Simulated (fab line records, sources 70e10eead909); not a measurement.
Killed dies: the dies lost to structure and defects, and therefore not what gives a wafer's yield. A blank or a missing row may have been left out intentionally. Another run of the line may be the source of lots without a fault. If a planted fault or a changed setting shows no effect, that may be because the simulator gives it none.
Matching of chambers + flow nand-harc + 4 sister chambers for NHARC_P_GATE_DESCUM_48 on rie-diel-05
The step chemistry O2, time 3 s. 8 wafers are shown with their chamber, then 9 later ones without.

WAFERS PAIRED WITH THEIR CHAMBERS
| wafer  | chamber | drypump-motor-current-A (A) | throttle-valve-pct (%) |
|--------|---------|-----------------------------|------------------------|
| L081.1 | 2       | 5.7                         | 11.319                 |
| L085.1 | 2       | 5.7                         | 11.320                 |
| L085.2 | 1       | 6.3                         | 11.317                 |
| L086.1 | 0       | 5.6                         | 11.304                 |
| L086.5 | 3       | 5.4                         | 11.317                 |
| L088.1 | 1       | 6.3                         | 11.305                 |
| L088.2 | 0       | 5.5                         | 11.307                 |
| L088.3 | 3       | 5.3                         | 11.320                 |

WAFERS WHOSE CHAMBER IS MISSING
| wafer  | drypump-motor-current-A (A) | throttle-valve-pct (%) |
|--------|-----------------------------|------------------------|
| L091.2 | 5.4                         | 11.307                 |
| L091.5 | 5.4                         | 11.308                 |
| L091.6 | 5.5                         | 11.310                 |
| L093.3 | 5.7                         | 11.322                 |
| L093.4 | 6.4                         | 11.328                 |
| L093.5 | 5.4                         | 11.317                 |
| L094.1 | 5.7                         | 11.315                 |
| L094.5 | 6.3                         | 11.314                 |
| L094.6 | 5.7                         | 11.309                 |

EACH ONE'S CHAMBER
| wafer  | from the rows above     | in truth |
|--------|-------------------------|----------|
| L091.2 | can't be placed: 3 or 0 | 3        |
| L091.5 | can't be placed: 3 or 0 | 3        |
| L091.6 | 0                       | 0        |
| L093.3 | 2                       | 2        |
| L093.4 | 1                       | 1        |
| L093.5 | 3                       | 3        |
| L094.1 | 2                       | 2        |
| L094.5 | 1                       | 1        |
| L094.6 | can't be placed: 2 or 0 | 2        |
6 of 9 placed correctly. From these rows, 3 cannot be placed; in 3 the true chamber is one of the candidates. Number placed wrongly: 0.
How it was worked out, from the rows above alone: a wafer's distance from a chamber is the root of the sum, over the readings, of the square of ((its reading less the chamber's mean) divided by the reading's scatter). The wafer belongs to the nearest chamber; if the next one is less than 2 further off, it can't be placed. For every chamber, the mean is computed from those of its wafers that are shown. The scatter is the square root of a quotient: the sum, over the shown wafers, of each reading's squared deviation from its chamber's mean, divided by wafers minus chambers.
